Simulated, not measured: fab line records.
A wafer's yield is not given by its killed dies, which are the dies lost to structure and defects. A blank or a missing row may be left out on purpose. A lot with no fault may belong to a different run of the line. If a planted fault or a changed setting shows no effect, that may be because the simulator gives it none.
Chamber matching || flow n5 finfet || 3 sister chambers for N5_BEOL_M6_ILD_DEP_00 on pecvd-02
The step deposits SiCOH lowk from DEMS/porogen, target thk 179.75 nm, time 33.4 s. 16 wafers are shown with their chamber, then 8 later ones without.

## WAFERS WITH THEIR CHAMBER
{"wafer": "L076.2", "chamber": 2, "throttle valve pct (%)": 14.2, "showerhead plenum p Torr (Torr)": 5.723, "heater power w (W)": 247}
{"wafer": "L076.4", "chamber": 0, "throttle valve pct (%)": 13.8, "showerhead plenum p Torr (Torr)": 5.735, "heater power w (W)": 342}
{"wafer": "L076.5", "chamber": 1, "throttle valve pct (%)": 14.7, "showerhead plenum p Torr (Torr)": 5.759, "heater power w (W)": 234}
{"wafer": "L083.2", "chamber": 1, "throttle valve pct (%)": 14.6, "showerhead plenum p Torr (Torr)": 5.758, "heater power w (W)": 299}
{"wafer": "L083.5", "chamber": 0, "throttle valve pct (%)": 14.3, "showerhead plenum p Torr (Torr)": 5.714, "heater power w (W)": 311}
{"wafer": "L083.6", "chamber": 1, "throttle valve pct (%)": 14.8, "showerhead plenum p Torr (Torr)": 5.759, "heater power w (W)": 230}
{"wafer": "L085.2", "chamber": 2, "throttle valve pct (%)": 12.8, "showerhead plenum p Torr (Torr)": 5.712, "heater power w (W)": 251}
{"wafer": "L085.5", "chamber": 2, "throttle valve pct (%)": 12.9, "showerhead plenum p Torr (Torr)": 5.717, "heater power w (W)": 265}
{"wafer": "L085.6", "chamber": 0, "throttle valve pct (%)": 14.1, "showerhead plenum p Torr (Torr)": 5.699, "heater power w (W)": 337}
{"wafer": "L088.2", "chamber": 1, "throttle valve pct (%)": 14.6, "showerhead plenum p Torr (Torr)": 5.766, "heater power w (W)": 265}
{"wafer": "L088.3", "chamber": 2, "throttle valve pct (%)": 13.1, "showerhead plenum p Torr (Torr)": 5.703, "heater power w (W)": 289}
{"wafer": "L088.5", "chamber": 0, "throttle valve pct (%)": 14.1, "showerhead plenum p Torr (Torr)": 5.717, "heater power w (W)": 341}
{"wafer": "L091.3", "chamber": 2, "throttle valve pct (%)": 12.9, "showerhead plenum p Torr (Torr)": 5.715, "heater power w (W)": 304}
{"wafer": "L091.4", "chamber": 0, "throttle valve pct (%)": 14.1, "showerhead plenum p Torr (Torr)": 5.724, "heater power w (W)": 331}
{"wafer": "L091.6", "chamber": 2, "throttle valve pct (%)": 12.8, "showerhead plenum p Torr (Torr)": 5.734, "heater power w (W)": 293}
{"wafer": "L092.4", "chamber": 1, "throttle valve pct (%)": 14.5, "showerhead plenum p Torr (Torr)": 5.772, "heater power w (W)": 272}

SIGNATURES, as means of the wafers listed above
{"reading": "throttle valve pct", "chamber 0": 14.080, "chamber 1": 14.640, "chamber 2": 13.117, "scatter within a chamber": 0.356}
{"reading": "showerhead plenum p Torr", "chamber 0": 5.71780, "chamber 1": 5.76280, "chamber 2": 5.71733, "scatter within a chamber": 0.0104}
{"reading": "heater power w", "chamber 0": 332.40, "chamber 1": 260.00, "chamber 2": 274.83, "scatter within a chamber": 22.8}
Rule: for a wafer and a chamber, the distance is found by dividing, reading by reading, the gap between the wafer's reading and the chamber's mean by the reading's scatter, squaring, summing and taking the root. The wafer belongs to the nearest chamber; if the next one is less than 2 further off, it can't be placed. The scatter: the root of (the sum of the squares of (reading less its chamber's mean) over the shown wafers, divided by (wafers less chambers)).

## WAFERS WITH NO CHAMBER GIVEN
{"wafer": "L092.5", "throttle valve pct (%)": 12.9, "showerhead plenum p Torr (Torr)": 5.734, "heater power w (W)": 262}
{"wafer": "L092.6", "throttle valve pct (%)": 14.3, "showerhead plenum p Torr (Torr)": 5.709, "heater power w (W)": 294}
{"wafer": "L093.1", "throttle valve pct (%)": 14.7, "showerhead plenum p Torr (Torr)": 5.750, "heater power w (W)": 293}
{"wafer": "L093.4", "throttle valve pct (%)": 14.7, "showerhead plenum p Torr (Torr)": 5.746, "heater power w (W)": 228}
{"wafer": "L093.6", "throttle valve pct (%)": 12.8, "showerhead plenum p Torr (Torr)": 5.723, "heater power w (W)": 270}
{"wafer": "L097.1", "throttle valve pct (%)": 13.4, "showerhead plenum p Torr (Torr)": 5.707, "heater power w (W)": 255}
{"wafer": "L097.3", "throttle valve pct (%)": 14.2, "showerhead plenum p Torr (Torr)": 5.727, "heater power w (W)": 343}
{"wafer": "L097.6", "throttle valve pct (%)": 13.2, "showerhead plenum p Torr (Torr)": 5.723, "heater power w (W)": 267}

## CHAMBER TAKEN BY EACH
{"wafer": "L092.5", "from the rows above": 2, "in truth": 2}
{"wafer": "L092.6", "from the rows above": "can't be placed: 0 or 2", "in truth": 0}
{"wafer": "L093.1", "from the rows above": 1, "in truth": 1}
{"wafer": "L093.4", "from the rows above": 1, "in truth": 1}
{"wafer": "L093.6", "from the rows above": 2, "in truth": 2}
{"wafer": "L097.1", "from the rows above": 2, "in truth": 2}
{"wafer": "L097.3", "from the rows above": 0, "in truth": 0}
{"wafer": "L097.6", "from the rows above": 2, "in truth": 2}
Placed correctly: 7 of 8. From these rows, 1 cannot be placed; in 1 the true chamber is one of the candidates. Number placed wrongly: 0.
